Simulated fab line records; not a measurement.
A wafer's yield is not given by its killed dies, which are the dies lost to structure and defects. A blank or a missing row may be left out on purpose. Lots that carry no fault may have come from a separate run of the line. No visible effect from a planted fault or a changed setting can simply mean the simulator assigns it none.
Split-lot trial -- flow n5_finfet -- 39 wafers read across 7 lots, on a route 1938 steps long

== ON THE SPLIT ==
At N5_HKMG_FIN_ETCH_32 (etches SOC in N2/H2, target depth 240 nm, time 300 s), the setting source_w was moved away from the recipe's 840 W on 15 of the 39 wafers read, by -6.8% to +13.9%. The other wafers ran this setting at the recipe's value.

Reading taken at the split's own step.

== THE READING ==
rf_vpp_V, in V, at N5_HKMG_FIN_ETCH_32 (etches SOC in N2/H2, target depth 240 nm, time 300 s). Typical for fault-free wafers on this fab line: 524.0 V, with standard deviation 2.1 V.

wafer,"tool, chamber at the split","source_w as run, W",against the recipe,"rf_vpp_V, V",against lot-mates on the recipe
L074.1,"rie_diel-06, 0",840,recipe,528.7,-
L074.2,"rie_diel-06, 3",840,recipe,526.5,-
L074.6,"rie_diel-06, 1",840,recipe,523.7,-
L075.1,"rie_diel-04, 3",886,+5.5%,511.3,-10.5
L075.2,"rie_diel-04, 2",840,recipe,521.8,-
L075.3,"rie_diel-04, 1",840,recipe,523.4,-
L075.4,"rie_diel-04, 0",886,+5.5%,514.1,-7.7
L075.5,"rie_diel-04, 2",840,recipe,520.2,-
L075.6,"rie_diel-04, 3",886,+5.5%,513.6,-8.2
L083.1,"rie_diel-04, 2",890.5,+6.0%,509.9,-12.5
L083.2,"rie_diel-04, 1",840,recipe,523.9,-
L083.3,"rie_diel-04, 0",840,recipe,523.2,-
L083.4,"rie_diel-04, 3",890.5,+6.0%,509.1,-13.3
L083.5,"rie_diel-04, 3",840,recipe,520.2,-
L083.6,"rie_diel-04, 2",890.5,+6.0%,509.3,-13.1
L084.1,"rie_diel-01, 1",894.5,+6.5%,512.8,-11.5
L084.2,"rie_diel-01, 3",840,recipe,523.8,-
L084.3,"rie_diel-01, 2",840,recipe,524.8,-
L084.4,"rie_diel-01, 1",894.5,+6.5%,513.3,-11.0
L084.5,"rie_diel-01, 3",894.5,+6.5%,514.1,-10.2
L084.6,"rie_diel-01, 2",840,recipe,524.2,-
L085.1,"rie_diel-06, 1",840,recipe,524.5,-
L085.2,"rie_diel-06, 3",782.8,-6.8%,537.7,+12.9
L085.3,"rie_diel-06, 0",840,recipe,526.0,-
L085.4,"rie_diel-06, 3",782.8,-6.8%,540.2,+15.4
L085.5,"rie_diel-06, 1",840,recipe,523.9,-
L085.6,"rie_diel-06, 0",782.8,-6.8%,539.0,+14.2
L087.1,"rie_diel-01, 2",840,recipe,523.5,-
L087.2,"rie_diel-01, 0",840,recipe,524.0,-
L087.3,"rie_diel-01, 3",840,recipe,527.3,-
L087.4,"rie_diel-01, 1",840,recipe,524.4,-
L087.5,"rie_diel-01, 3",840,recipe,525.1,-
L087.6,"rie_diel-01, 2",840,recipe,523.2,-
L088.1,"rie_diel-01, 2",956.9,+13.9%,500.6,-23.8
L088.2,"rie_diel-01, 1",956.9,+13.9%,499.8,-24.6
L088.3,"rie_diel-01, 0",840,recipe,525.8,-
L088.4,"rie_diel-01, 2",840,recipe,524.1,-
L088.5,"rie_diel-01, 0",956.9,+13.9%,503.8,-20.6
L088.6,"rie_diel-01, 1",840,recipe,523.3,-

THE FIT
A straight line over all 39 wafers: rf_vpp_V changes by -1.84 V for each +1% of source_w; r = -0.97; the points scatter about the line by 2.3 V.
The same after taking each lot's own level away (the mean of its wafers on the recipe; 39 wafers): -1.78 V for each +1%; r = -0.98; scatter 1.6 V.
That fit puts the effect of the largest move of source_w on the reading at 25 V.
Across the lots, their own levels run from 521.80 to 526.30 V, a range of 2.1 times the standard deviation given above.
The two slopes are in agreement: the lot-to-lot level therefore moves the slope only a little.
Check: -24.7 V against its lot-mates is what the line predicts for one of the wafers moved furthest among these (+13.9%) when that wafer is left out of the fit. It came out at -23.8 V against them.
Tool readings at the split's step, against how far the setting was moved: rf_vpp_V r = -0.97.

== OTHER SPLITS ON THESE WAFERS ==
Note: prior to the reading, these wafers also went through further splits. Each is held against what the fit with the lots' levels taken away leaves over:
other split on the same wafers,wafers away from the commonest value,r with rf_vpp_V (lot level and that fit taken away)
N5_FIN_SAQP_MANDREL_ETCH_22 icp_w,9,-0.08
N5_FIN_CUT_EXPOSE_05 dose_mj,15,-0.29
N5_DUMMY_GATE_ETCH_32 time_s,12,-0.39
N5_SD_EPI_N_ETCH_45 target_depth_a,12,-0.14

== THE WHOLE CHAIN: every reading that the file lists as answering this split, in the file's order ==
step,what it does,reading,change (the file's fit),r (the file's)
N5_HKMG_FIN_ETCH_32,"etches SOC in N2/H2, target depth 240 nm, time 300 s",rf_vpp_V,-1.76 V for each +1% of the setting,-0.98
N5_HKMG_FIN_ETCH_32,"etches SOC in N2/H2, target depth 240 nm, time 300 s","etch.depth_nm (the simulator's own value, which no gauge read)",+2.05 nm for each +1% of the setting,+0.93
N5_HKMG_FIN_ETCH_32,"etches SOC in N2/H2, target depth 240 nm, time 300 s","HKMG_FIN.feature_depth_nm (the simulator's own value, which no gauge read)",+2.05 nm for each +1% of the setting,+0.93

== THE FILE'S OWN FIT ==
rf_vpp_V changes by -1.76 V for each +1% of source_w, r = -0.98.
